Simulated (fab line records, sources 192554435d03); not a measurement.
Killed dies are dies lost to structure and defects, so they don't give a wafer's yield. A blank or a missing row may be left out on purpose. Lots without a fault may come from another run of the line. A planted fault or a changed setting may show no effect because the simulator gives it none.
Chamber matching | flow n5_finfet | N5_MOL_CONTACT_COAG_ETCH_106 on rie_diel-05: 4 sister chambers
The step etches SOC in N2/H2, target depth 80 nm, overetch 16 nm, time 120 s. 22 wafers are shown with their chamber, then 11 later ones without.

WAFERS WITH THEIR CHAMBER
wafer  | chamber | showerhead_plenum_p_Torr (Torr) | drypump_motor_current_A (A) | rf_vpp_V (V)
L074.1 | 0       | 2.38                            | 5.5                         | 518
L074.3 | 2       | 2.69                            | 5.6                         | 529
L074.5 | 1       | 2.51                            | 5.6                         | 523
L077.2 | 3       | 2.63                            | 5.5                         | 525
L077.4 | 2       | 2.68                            | 5.6                         | 529
L077.6 | 1       | 2.51                            | 5.6                         | 523
L078.1 | 3       | 2.63                            | 5.5                         | 526
L078.4 | 1       | 2.51                            | 5.6                         | 524
L078.6 | 0       | 2.37                            | 5.5                         | 518
L086.2 | 1       | 2.51                            | 5.6                         | 521
L086.4 | 3       | 2.62                            | 5.5                         | 525
L086.5 | 0       | 2.37                            | 5.5                         | 520
L087.3 | 1       | 2.50                            | 5.6                         | 522
L087.4 | 2       | 2.67                            | 5.7                         | 525
L087.5 | 2       | 2.67                            | 5.6                         | 529
L090.1 | 3       | 2.62                            | 5.5                         | 525
L090.4 | 0       | 2.36                            | 5.5                         | 517
L090.6 | 1       | 2.50                            | 5.6                         | 523
L091.1 | 1       | 2.50                            | 5.6                         | 523
L091.2 | 3       | 2.62                            | 5.5                         | 526
L091.4 | 2       | 2.67                            | 5.7                         | 529
L092.2 | 2       | 2.67                            | 5.6                         | 528

SIGNATURES (means of the wafers above)
reading                  | chamber 0 | chamber 1 | chamber 2 | chamber 3 | scatter within a chamber
showerhead_plenum_p_Torr | 2.3700    | 2.5057    | 2.6750    | 2.6240    | 0.00684
drypump_motor_current_A  | 5.500     | 5.600     | 5.633     | 5.500     | 0.0272
rf_vpp_V                 | 518.25    | 522.71    | 528.17    | 525.40    | 1.16
Rule: a wafer's distance from a chamber is the root of the sum, over the readings, of the square of ((its reading less the chamber's mean) divided by the reading's scatter). The wafer belongs to the nearest chamber; if the next one is less than 2 further off, it can't be placed. The scatter: the root of (the sum of the squares of (reading less its chamber's mean) over the shown wafers, divided by (wafers less chambers)).

WAFERS WITHOUT THEIR CHAMBER
wafer  | showerhead_plenum_p_Torr (Torr) | drypump_motor_current_A (A) | rf_vpp_V (V)
L092.3 | 2.62                            | 5.5                         | 526
L092.5 | 2.62                            | 5.5                         | 525
L093.2 | 2.67                            | 5.7                         | 529
L093.4 | 2.67                            | 5.7                         | 528
L093.6 | 2.50                            | 5.6                         | 522
L097.1 | 2.66                            | 5.7                         | 527
L097.2 | 2.49                            | 5.6                         | 521
L097.3 | 2.36                            | 5.6                         | 518
L097.4 | 2.66                            | 5.7                         | 530
L097.5 | 2.36                            | 5.6                         | 519
L097.6 | 2.49                            | 5.6                         | 522

WHICH CHAMBER EACH WENT THROUGH
wafer  | from the rows above | in truth
L092.3 | 3                   | 3
L092.5 | 3                   | 3
L093.2 | 2                   | 2
L093.4 | 2                   | 2
L093.6 | 1                   | 1
L097.1 | 2                   | 2
L097.2 | 1                   | 1
L097.3 | 0                   | 0
L097.4 | 2                   | 2
L097.5 | 0                   | 0
L097.6 | 1                   | 1
Placed correctly: 11 of 11. Can't be placed from these rows: 0. Placed wrongly: 0.
